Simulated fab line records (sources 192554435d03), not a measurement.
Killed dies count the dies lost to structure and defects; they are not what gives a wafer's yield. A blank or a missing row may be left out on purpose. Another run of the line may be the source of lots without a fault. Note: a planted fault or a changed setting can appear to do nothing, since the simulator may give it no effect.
fab line records	flow n5-finfet
[record] lots = 7	wafers = 21
route steps=1938 shown BEOL_M5@1123 BEOL_M6@1194
start-h: the number of hours between the record's first day and the start of the first shown wafer of the lot	wait-h: hours from the lot's prior step to this one	" the same as in the row above	L1.1+2: several wafers, shown together as one row	- either no value or no given start	* or withheld: withheld	< > ~ a bound
route shown NAME@n: a module of which the file shows steps, and the number in the route of the first	usual: average and standard deviation across the fault-free wafers	same: alike in all rows	chamber/n: place in a boat	sites: the reading at each site	_std_site: standard deviation across them	_edge_site: mean of outer sites minus mean of inner sites	radius-mm: for every site, how far away it sits from the centre of the wafer	mask NAME#n: copy n	behind: tool/chamber where the wafer was last shaped	hold: the reason the lot was held/the length of the hold in hours/how it ended	device: the n, p or np transistor that did not switch	end of line: at the end of the route, the tests of the same wafers	for a step that has no rows: nothing shown but its recipe	killed: dies that structure and defects cost at the first sort, which is not the same as the wafer's yield	map: a wafer's dies, marking killed ones x, the rest . and places with no die _
set.NAME: the setting that was run; set.NAME@STEP: the one run at that earlier step	model.NAME: the simulator's own value behind a step, which no gauge read
lots with deliberately changed settings; one table per step, one row per wafer
[[steps]]
[step N5_BEOL_M5_EXPOSE_08]
[recipe] mask-id = M5	na = 0.33	source-shape = annular	sigma-inner = 0.4	sigma-outer = 0.8	polarization = unpolarized	target-cd-nm = 28	dose-mj = 35.75
lot.wafer	tool	chamber	start-h	wait-h	mask	set.dose-mj
L075.2+5	euv-scanner-02	0	231.55	-	M5#0	35.75
L075.6	"	0	"	"	M5#0	37.85
L081.1+2+5	euv-scanner-01	0	255.54	-	M5#0	35.75
L086.2+3+6	euv-scanner-01	0	282.44	-	M5#0	35.75
L084.2+3	euv-scanner-02	0	287.02	-	M5#0	36.6
L084.6	"	0	"	"	M5#0	35.75
L091.2+3+5	euv-scanner-02	0	312.18	-	M5#0	35.75
L090.2	euv-scanner-01	0	312.54	-	M5#0	35.75
L090.5+6	"	0	"	"	M5#0	33.72
L097.1+4	euv-scanner-01	0	384.01	-	M5#0	34.47
L097.2	"	0	"	"	M5#0	35.75
[step N5_BEOL_M5_PEB_09]
[recipe] peb-temp-c = 100	peb-time-s = 60	resist = CAR-EUV
[step N5_BEOL_M5_DEVELOP_10]
[recipe] develop-time-s = 30	developer = TMAH	resist = CAR-EUV	rinse-liquid = surfactant-rinse	dry = air-spin	dev-temp-c = 23
[step N5_BEOL_M5_CD_MEAS_11]
[recipe] target-cd-nm = 27.74	landing-energy-ev = 500	detector = se-inlens
[usual] cd-nm = 28.01/0.25
lot.wafer	tool	chamber	start-h	wait-h	set.dose-mj@BEOL_M5_EXPOSE_08	cd-nm
L075.2	cd-sem-02	0	231.67	-	35.75	27.86
L075.5	"	0	"	"	35.75	28.23
L075.6	"	0	"	"	37.85	29.11
L081.1	cd-sem-01	0	255.67	-	35.75	28.09
L081.2	"	0	"	"	35.75	28.18
L081.5	"	0	"	"	35.75	27.92
L086.2	cd-sem-02	0	282.56	-	35.75	27.71
L086.3	"	0	"	"	35.75	28.15
L086.6	"	0	"	"	35.75	27.65
L084.2	cd-sem-01	0	287.15	-	36.6	28.32
L084.3	"	0	"	"	36.6	28.57
L084.6	"	0	"	"	35.75	27.87
L091.2	cd-sem-03	0	312.30	-	35.75	28.16
L091.3	"	0	"	"	35.75	27.81
L091.5	"	0	"	"	35.75	28.10
L090.2	cd-sem-03	0	312.66	-	35.75	27.76
L090.5	"	0	"	"	33.72	26.74
L090.6	"	0	"	"	33.72	26.55
L097.1	cd-sem-03	0	384.14	-	34.47	26.92
L097.2	"	0	"	"	35.75	27.78
L097.4	"	0	"	"	34.47	27.20
[step N5_BEOL_M5_DESCUM_16]
[recipe] chemistry = O2	time-s = 7	source-power-w = 50	bias-power-w = 20	pressure-mtorr = 20	rf-frequency-hz = 2.712e+07	temp-c = 40	resist = CAR-EUV	o2-flow-sccm = 225
lot.wafer	tool	chamber	start-h	wait-h	set.dose-mj@BEOL_M5_EXPOSE_08	model.BEOL_M5.cd-nm
L075.2+5	rie-diel-01	2,0	231.79	0.0	35.75	28
L075.6	"	1	"	"	37.85	29.2
L081.1	rie-diel-04	1	255.95	0.2	35.75	28.2
L081.2+5	"	2	"	"	35.75	28
L086.2+6	rie-diel-05	1	282.72	0.1	35.75	28
L086.3	"	0	"	"	35.75	28.4
L084.2	rie-diel-04	2	287.27	0.0	36.6	28.4
L084.3	"	3	"	"	36.6	28.6
L084.6	"	2	"	"	35.75	28.2
L091.2+5	rie-diel-04	0,2	312.42	0.0	35.75	28
L091.3	"	2	"	"	35.75	28.2
L090.2	rie-diel-05	1	312.98	0.2	35.75	27.8
L090.5	"	2	"	"	33.72	26.8
L090.6	"	3	"	"	33.72	26.4
L097.1	rie-diel-01	2	384.26	0.0	34.47	27.2
L097.2	"	1	"	"	35.75	28
L097.4	"	2	"	"	34.47	27
[step N5_BEOL_M5_ETCH_72]
[recipe] chemistry = N2/H2	target = underlayer	target-depth-a = 65	mask-material = CAR-EUV	time-s = 5.2	ion-energy-ev = 200	pressure-mtorr = 30	source-w = 840	bias-w = 150	n2-flow-sccm = 200	h2-flow-sccm = 200	ends = cleared
[step N5_BEOL_M5_ETCH_61]
[recipe] chemistry = CF4	target = SiARC	target-depth-a = 156	mask-material = CAR-EUV	time-s = 26	ion-energy-ev = 80	pressure-mtorr = 40	source-w = 545	bias-w = 36	Ar_flow_sccm = 100	cf4-flow-sccm = 100	ends = cleared
lot.wafer	tool	chamber	start-h	wait-h	set.dose-mj@BEOL_M5_EXPOSE_08	model.BEOL_M5.cd-nm
L075.2+5	rie-diel-01	2,0	231.84	0.0	35.75	27.8
L075.6	"	1	"	"	37.85	29.2
L081.1	rie-diel-04	1	256.01	0.0	35.75	28.2
L081.2+5	"	2	"	"	35.75	28
L086.2+6	rie-diel-05	1	282.77	0.0	35.75	28
L086.3	"	0	"	"	35.75	28.2
L084.2	rie-diel-04	2	287.32	0.0	36.6	28.4
L084.3	"	3	"	"	36.6	28.8
L084.6	"	2	"	"	35.75	28
L091.2	rie-diel-04	0	312.47	0.0	35.75	28
L091.3+5	"	2	"	"	35.75	28.2
L090.2	rie-diel-05	1	313.03	0.0	35.75	27.8
L090.5	"	2	"	"	33.72	26.8
L090.6	"	3	"	"	33.72	26.4
L097.1+4	rie-diel-01	2	384.31	0.0	34.47	27.2
L097.2	"	1	"	"	35.75	28
[step N5_BEOL_M5_ETCH_62]
[recipe] chemistry = N2/H2	target = SOC	target-depth-a = 750	overetch-a = 150	mask-material = SiARC	temp-c = 40	time-s = 112.5	ion-energy-ev = 200	pressure-mtorr = 30	source-w = 840	bias-w = 150	n2-flow-sccm = 200	h2-flow-sccm = 200
lot.wafer	tool	chamber	start-h	wait-h	set.spin-rpm@BEOL_M5_COAT_59	set.dose-mj@BEOL_M5_EXPOSE_08	model.etch.depth-nm	model.BEOL_M5.cd-nm
L075.2	rie-diel-01	2	231.87	0.0	1500	35.75	59.87	27.6
L075.5	"	0	"	"	1500	35.75	60.1	27.6
L075.6	"	1	"	"	1500	37.85	60.13	29
L081.1	rie-diel-04	1	256.03	0.0	1500	35.75	59.83	28.4
L081.2	"	2	"	"	1500	35.75	59.68	28
L081.5	"	2	"	"	1500	35.75	59.76	28.2
L086.2	rie-diel-05	1	282.80	0.0	1500	35.75	59.45	28.2
L086.3	"	0	"	"	1500	35.75	59.95	28
L086.6	"	1	"	"	1500	35.75	59.8	28.2
L084.2	rie-diel-04	2	287.35	0.0	1500	36.6	59.98	28.6
L084.3	"	3	"	"	1375	36.6	62.74	28.8
L084.6	"	2	"	"	1500	35.75	59.85	28.2
L091.2	rie-diel-04	0	312.50	0.0	1500	35.75	60.11	28
L091.3	"	2	"	"	1565	35.75	58.78	28.4
L091.5	"	2	"	"	1500	35.75	60.06	28.4
L090.2	rie-diel-05	1	313.06	0.0	1345	35.75	63.08	28
L090.5	"	2	"	"	1500	33.72	59.88	26.6
L090.6	"	3	"	"	1345	33.72	63.25	26.6
L097.1	rie-diel-01	2	384.34	0.0	1500	34.47	60.22	27.2
L097.2	"	1	"	"	1610	35.75	58.17	28
L097.4	"	2	"	"	1610	34.47	58.17	27.2
[step N5_BEOL_M5_STRIP_63]
[recipe] chemistry = N2/H2	temp-c = 40	n2-flow-sccm = 200	h2-flow-sccm = 200	rf-frequency-hz = 6e+07
[step N5_BEOL_M5_STRIP_73]
[recipe] chemistry = N2/H2	temp-c = 40	n2-flow-sccm = 200	h2-flow-sccm = 200	rf-frequency-hz = 6e+07
[step N5_BEOL_M5_STRIP_64]
[recipe] chemistry = CF4	resist = SiARC	power-w = 300	bias-power-w = 75	pressure-mtorr = 50	cf4-flow-sccm = 150	rf-frequency-hz = 6e+07
[step N5_BEOL_M5_HM_OPEN_17]
[recipe] chemistry = Cl2/BCl3	target-depth-a = 200	overetch-a = 60	target = TiN	mask-material = SOC	ion-energy-ev = 150	pressure-mtorr = 10	icp-w = 1000	bias-w = 126	Cl2_flow_sccm = 53.25	bcl3-flow-sccm = 21.75	Ar_flow_sccm = 25
lot.wafer	tool	chamber	start-h	wait-h	set.dose-mj@BEOL_M5_EXPOSE_08	model.BEOL_M5.cd-nm
L075.2	rie-metal-02	1	232.04	0.0	35.75	27.8
L075.5	"	0	"	"	35.75	27.6
L075.6	"	1	"	"	37.85	29.2
L081.1	rie-metal-01	0	256.21	0.0	35.75	28.4
L081.2	"	1	"	"	35.75	28
L081.5	"	1	"	"	35.75	28.2
L086.2+3+6	rie-metal-01	1,0,1	282.96	0.0	35.75	28.2
L084.2+3	rie-metal-03	0,1	287.51	0.0	36.6	28.8
L084.6	"	1	"	"	35.75	28.2
L091.2	rie-metal-03	0	312.70	0.1	35.75	28
L091.3+5	"	0	"	"	35.75	28.4
L090.2	rie-metal-03	0	313.26	0.1	35.75	28.2
L090.5+6	"	0	"	"	33.72	26.6
L097.1+4	rie-metal-01	1	384.51	0.0	34.47	27.2
L097.2	"	0	"	"	35.75	28
[step N5_BEOL_M5_STRIP_19]
[recipe] chemistry = O2	power-w = 400	temp-c = 40	pressure-mtorr = 30	rf-frequency-hz = 6e+07	bias-power-w = 0	overash-fraction = 0.2	o2-flow-sccm = 225
[step N5_BEOL_M5_CD_MEAS_18]
[recipe] pitch-nm = 56	target-cd-nm = 28
[usual] cd-nm = 28.1/0.3
lot.wafer	tool	chamber	start-h	wait-h	set.dose-mj@BEOL_M5_EXPOSE_08	cd-nm
L075.2	cd-sem-03	-	232.22	0.1	35.75	27.9
L075.5	"	-	"	"	35.75	27.9
L075.6	"	-	"	"	37.85	29.2
L081.1	cd-sem-02	-	256.49	0.0	35.75	28.1
L081.2	"	-	"	"	35.75	27.9
L081.5	"	-	"	"	35.75	28.0
L086.2	cd-sem-02	-	283.25	0.1	35.75	27.8
L086.3	"	-	"	"	35.75	28.4
L086.6	"	-	"	"	35.75	28.1
L084.2	cd-sem-01	-	287.70	0.1	36.6	28.7
L084.3	"	-	"	"	36.6	29.0
L084.6	"	-	"	"	35.75	28.1
L091.2	cd-sem-02	-	313.02	0.1	35.75	27.9
L091.3	"	-	"	"	35.75	28.4
L091.5	"	-	"	"	35.75	28.0
L090.2	cd-sem-03	-	313.50	0.1	35.75	28.1
L090.5	"	-	"	"	33.72	26.8
L090.6	"	-	"	"	33.72	26.3
L097.1	cd-sem-02	-	384.69	0.0	34.47	26.9
L097.2	"	-	"	"	35.75	28.1
L097.4	"	-	"	"	34.47	27.1
[step N5_BEOL_M5_COAT_65]
[recipe] resist = SOC	temp-c = 250	time-s = 60	spin-rpm = 1500	resist-thk-nm = 60
[step N5_BEOL_M5_COAT_66]
[recipe] resist = SiARC	temp-c = 220	time-s = 60	spin-rpm = 1500	resist-thk-nm = 12
[step N5_BEOL_M5_DESCUM_33]
[recipe] chemistry = O2	time-s = 7	source-power-w = 50	bias-power-w = 20	pressure-mtorr = 20	rf-frequency-hz = 2.712e+07	temp-c = 40	resist = CAR-EUV	o2-flow-sccm = 225
[step N5_BEOL_M5_ETCH_75]
[recipe] chemistry = N2/H2	target = underlayer	target-depth-a = 65	mask-material = CAR-EUV	time-s = 5.2	ion-energy-ev = 200	pressure-mtorr = 30	source-w = 840	bias-w = 150	n2-flow-sccm = 200	h2-flow-sccm = 200	ends = cleared
[step N5_BEOL_M5_ETCH_67]
[recipe] chemistry = CF4	target = SiARC	target-depth-a = 156	mask-material = CAR-EUV	time-s = 26	ion-energy-ev = 80	pressure-mtorr = 40	source-w = 545	bias-w = 36	Ar_flow_sccm = 100	cf4-flow-sccm = 100	ends = cleared
lot.wafer	tool	chamber	start-h	wait-h	set.dose-mj@BEOL_M5_EXPOSE_08	model.BEOL_M5.cd-nm
L075.2	rie-diel-04	1	236.50	0.0	35.75	27.8
L075.5	"	2	"	"	35.75	27.4
L075.6	"	1	"	"	37.85	28.8
L081.1	rie-diel-05	0	258.17	0.0	35.75	29
L081.2	"	1	"	"	35.75	28.2
L081.5	"	2	"	"	35.75	28.6
L086.2	rie-diel-04	3	285.91	0.0	35.75	28.2
L086.3+6	"	2,3	"	"	35.75	28
L084.2	rie-diel-04	1	290.34	0.0	36.6	28.6
L084.3	"	2	"	"	36.6	28.8
L084.6	"	1	"	"	35.75	28.2
L091.2	rie-diel-04	1	317.53	0.0	35.75	28
L091.3	"	0	"	"	35.75	28.6
L091.5	"	2	"	"	35.75	28.2
L090.2	rie-diel-01	2	317.57	0.0	35.75	28
L090.5	"	3	"	"	33.72	27
L090.6	"	0	"	"	33.72	26.4
L097.1	rie-diel-01	2	387.13	0.0	34.47	26.8
L097.2	"	1	"	"	35.75	27.8
L097.4	"	1	"	"	34.47	27.2
[step N5_BEOL_M5_ETCH_68]
[recipe] chemistry = N2/H2	target = SOC	target-depth-a = 800	overetch-a = 160	mask-material = SiARC	temp-c = 40	time-s = 120	ion-energy-ev = 200	pressure-mtorr = 30	source-w = 840	bias-w = 150	n2-flow-sccm = 200	h2-flow-sccm = 200
[step N5_BEOL_M5_STRIP_69]
[recipe] chemistry = N2/H2	temp-c = 40	n2-flow-sccm = 200	h2-flow-sccm = 200	rf-frequency-hz = 6e+07
[step N5_BEOL_M5_STRIP_85]
[recipe] chemistry = C4F6/O2	resist = SiARC	rf-frequency-hz = 6e+07
[step N5_BEOL_M5_STRIP_36]
[recipe] chemistry = N2/H2	power-w = 450	temp-c = 40	pressure-mtorr = 20	rf-frequency-hz = 6e+07	overash-fraction = 0.3	bias-power-w = 7	h2-frac = 0.5	n2-flow-sccm = 200	h2-flow-sccm = 200
[step N5_BEOL_M5_TRENCH_ETCH_37]
[recipe] chemistry = C4F6/O2	target-depth-a = 716.52	target = SiCOH_lowk	time-s = 24.7	ion-energy-ev = 250	pressure-mtorr = 30	source-w = 345	bias-w = 185	Ar_flow_sccm = 300	C4F6_flow_sccm = 10	O2_flow_sccm = 10
lot.wafer	tool	chamber	start-h	wait-h	set.dose-mj@BEOL_M5_EXPOSE_08	model.BEOL_M5.cd-nm
L075.2	rie-diel-04	1	-	-	35.75	28
L075.5	"	2	"	"	35.75	27.6
L075.6	"	1	"	"	37.85	29.2
L081.1	rie-diel-05	0	-	-	35.75	28.4
L081.2	"	1	"	"	35.75	28
L081.5	"	2	"	"	35.75	28.2
L086.2+6	rie-diel-04	3	-	-	35.75	28.4
L086.3	"	2	"	"	35.75	28.2
L084.2+3	rie-diel-04	1,2	-	-	36.6	28.8
L084.6	"	1	"	"	35.75	28.2
L091.2	rie-diel-04	1	-	-	35.75	28
L091.3	"	0	"	"	35.75	28.6
L091.5	"	2	"	"	35.75	28.2
L090.2	rie-diel-01	2	-	-	35.75	28.2
L090.5+6	"	3,0	"	"	33.72	26.6
L097.1+4	rie-diel-01	2,1	-	-	34.47	27.2
L097.2	"	1	"	"	35.75	28
[step N5_BEOL_M5_ETCH_41]
[recipe] chemistry = CH3F/O2	target = SiCN	target-depth-a = 315	taper-deg = 2	time-s = 56.7	ion-energy-ev = 120	mask-material = TiN	pressure-mtorr = 30	source-w = 395	bias-w = 75	Ar_flow_sccm = 150	CH3F_flow_sccm = 30	O2_flow_sccm = 20
[step N5_BEOL_M5_STRIP_91]
[recipe] chemistry = N2/H2	time-s = 10	power-w = 450	temp-c = 40	pressure-mtorr = 20	rf-frequency-hz = 6e+07	bias-power-w = 7	n2-flow-sccm = 200	h2-flow-sccm = 200
[step N5_BEOL_M5_PRECLEAN_42]
[recipe] chemistry = residue-remover	time-s = 60	temp-c = 40
[step N5_BEOL_M5_SRD_43]
[recipe] time-s = 30	temp-c = 23	rinse-liquid = diw	dry = ipa-marangoni
[step N5_BEOL_M5_CD_MEAS_35]
[recipe] target-cd-nm = 28	target-cd-y-nm = 24	polarity = opening
[usual] cd-nm = 28.1/0.31
lot.wafer	tool	chamber	start-h	wait-h	set.dose-mj@BEOL_M5_EXPOSE_08	cd-nm
L075.2	cd-sem-02	-	237.03	0.0	35.75	27.9
L075.5	"	-	"	"	35.75	27.7
L075.6	"	-	"	"	37.85	29.6
L081.1	cd-sem-02	-	258.70	0.0	35.75	28.4
L081.2	"	-	"	"	35.75	28.0
L081.5	"	-	"	"	35.75	28.1
L086.2	cd-sem-02	-	286.44	0.0	35.75	28.7
L086.3	"	-	"	"	35.75	28.3
L086.6	"	-	"	"	35.75	28.1
L084.2	cd-sem-02	-	290.86	0.0	36.6	28.9
L084.3	"	-	"	"	36.6	29.1
L084.6	"	-	"	"	35.75	28.6
L091.2	cd-sem-02	-	318.05	0.0	35.75	27.8
L091.3	"	-	"	"	35.75	28.5
L091.5	"	-	"	"	35.75	28.5
L090.2	cd-sem-01	-	318.10	0.0	35.75	28.5
L090.5	"	-	"	"	33.72	26.8
L090.6	"	-	"	"	33.72	26.7
L097.1	cd-sem-02	-	387.66	0.0	34.47	27.1
L097.2	"	-	"	"	35.75	27.8
L097.4	"	-	"	"	34.47	27.4
[step N5_BEOL_M6_ILD_DEP_00]
[recipe] material = SiCOH_lowk	target-thk-a = 1797.5	temp-c = 300	precursor = DEMS/porogen	pressure-torr = 5	rf-w = 500	time-s = 33.4
lot.wafer	tool	chamber	start-h	wait-h	set.temp-c	model.SiCOH_lowk_of_BEOL_M6_ILD_DEP_00.thk-nm
L075.2	pecvd-04	0	245.57	0.0	305.7	175
L075.5	"	0	"	"	300	182.8
L075.6	"	2	"	"	300	181.6
L081.1	pecvd-02	0	266.98	0.0	300	177.8
L081.2	"	1	"	"	300	179.4
L081.5	"	2	"	"	300	179.8
L086.2	pecvd-04	1	293.08	0.0	300	181.2
L086.3	"	0	"	"	300	182.4
L086.6	"	1	"	"	300	182.8
L084.2	pecvd-01	0	297.90	0.0	300	175.6
L084.3	"	0	"	"	295.5	183.6
L084.6	"	1	"	"	295.5	180.4
L091.2	pecvd-01	2	324.55	0.0	300	177.4
L091.3	"	2	"	"	300	177.8
L091.5	"	1	"	"	300	179.6
L090.2	pecvd-04	2	328.33	0.0	294.7	186.6
L090.5	"	2	"	"	294.7	188.6
L090.6	"	0	"	"	300	184.6
L097.1	pecvd-04	2	394.65	0.0	297.1	184.6
L097.2	"	0	"	"	300	180.4
L097.4	"	1	"	"	300	182
[step N5_BEOL_M6_CURE_74]
[recipe] temp-c = 385	time-s = 240	ambient = He/Ar	material = SiCOH_lowk
lot.wafer	tool	chamber	start-h	wait-h	set.temp-c@BEOL_M6_ILD_DEP_00	model.SiCOH_lowk_of_BEOL_M6_ILD_DEP_00.thk-nm
L075.2	uv-cure-01	1	245.80	0.2	305.7	150.8
L075.5	"	1	"	"	300	157.6
L075.6	"	1	"	"	300	156.6
L081.1	uv-cure-02	0	267.05	0.0	300	153.4
L081.2	"	0	"	"	300	154.8
L081.5	"	0	"	"	300	155
L086.2	uv-cure-02	2	293.23	0.1	300	156.2
L086.3	"	2	"	"	300	157.4
L086.6	"	2	"	"	300	157.8
L084.2	uv-cure-01	1	298.06	0.1	300	151.4
L084.3	"	1	"	"	295.5	158.4
L084.6	"	1	"	"	295.5	155.6
L091.2	uv-cure-03	2	324.72	0.1	300	152.8
L091.3	"	2	"	"	300	153.2
L091.5	"	2	"	"	300	154.8
L090.2	uv-cure-02	1	328.48	0.1	294.7	161
L090.5	"	1	"	"	294.7	162.8
L090.6	"	1	"	"	300	159.2
L097.1	uv-cure-01	0	394.71	0.0	297.1	159.2
L097.2	"	0	"	"	300	155.6
L097.4	"	0	"	"	300	156.8
[step N5_BEOL_M6_THK_MEAS_01]
[recipe] reads = SiCOH_lowk_of_BEOL_M6_ILD_DEP_00
[usual] M6_ILD_THK = 155.7/2.1
lot.wafer	tool	chamber	start-h	wait-h	set.temp-c@BEOL_M6_ILD_DEP_00	M6_ILD_THK[nm]
L075.2	film-metro-01	-	246.63	0.7	305.7	150.7
L075.5	"	-	"	"	300	157.6
L075.6	"	-	"	"	300	156.5
L081.1	film-metro-01	-	267.56	0.4	300	153.4
L081.2	"	-	"	"	300	154.7
L081.5	"	-	"	"	300	155.1
L086.2	film-metro-02	-	293.66	0.4	300	156.2
L086.3	"	-	"	"	300	157.4
L086.6	"	-	"	"	300	157.8
L084.2	film-metro-02	-	298.49	0.4	300	151.3
L084.3	"	-	"	"	295.5	158.4
L084.6	"	-	"	"	295.5	155.6
L091.2	film-metro-02	-	325.15	0.4	300	152.9
L091.3	"	-	"	"	300	153.2
L091.5	"	-	"	"	300	154.9
L090.2	film-metro-02	-	328.91	0.4	294.7	161.1
L090.5	"	-	"	"	294.7	162.7
L090.6	"	-	"	"	300	159.3
L097.1	film-metro-02	-	395.22	0.4	297.1	159.4
L097.2	"	-	"	"	300	155.4
L097.4	"	-	"	"	300	156.9
[[key]]
[split] step = N5_BEOL_M5_EXPOSE_08	setting = dose-mj	stated = 35.75	by = wafer
[response] step = N5_BEOL_M5_CD_MEAS_11	reading = cd-nm	change = +0.194	per = 1%	r = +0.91
[response] step = N5_BEOL_M5_DESCUM_16	reading = model.BEOL_M5.cd-nm	change = +0.209	per = 1%	r = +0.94
[response] step = N5_BEOL_M5_ETCH_61	reading = model.BEOL_M5.cd-nm	change = +0.227	per = 1%	r = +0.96
[response] step = N5_BEOL_M5_ETCH_62	reading = model.BEOL_M5.cd-nm	change = +0.237	per = 1%	r = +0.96
[response] step = N5_BEOL_M5_HM_OPEN_17	reading = model.BEOL_M5.cd-nm	change = +0.26	per = 1%	r = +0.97
[response] step = N5_BEOL_M5_CD_MEAS_18	reading = cd-nm	change = +0.254	per = 1%	r = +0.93
[response] step = N5_BEOL_M5_ETCH_67	reading = model.BEOL_M5.cd-nm	change = +0.217	per = 1%	r = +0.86
[response] step = N5_BEOL_M5_TRENCH_ETCH_37	reading = model.BEOL_M5.cd-nm	change = +0.253	per = 1%	r = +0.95
[split] step = N5_BEOL_M6_ILD_DEP_00	setting = temp-c	stated = 300	by = wafer
[response] step = N5_BEOL_M6_ILD_DEP_00	reading = model.SiCOH_lowk_of_BEOL_M6_ILD_DEP_00.thk-nm	change = -3.21	per = 1%	r = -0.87
[response] step = N5_BEOL_M6_CURE_74	reading = model.SiCOH_lowk_of_BEOL_M6_ILD_DEP_00.thk-nm	change = -2.83	per = 1%	r = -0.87
[response] step = N5_BEOL_M6_THK_MEAS_01	reading = M6_ILD_THK	change = -2.86	per = 1%	r = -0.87
split outside-this-file step=N5_BEOL_M5_COAT_59 setting=spin-rpm
// split outside-this-file: this setting was split too, and the file shows its column; the key of that split is in another file
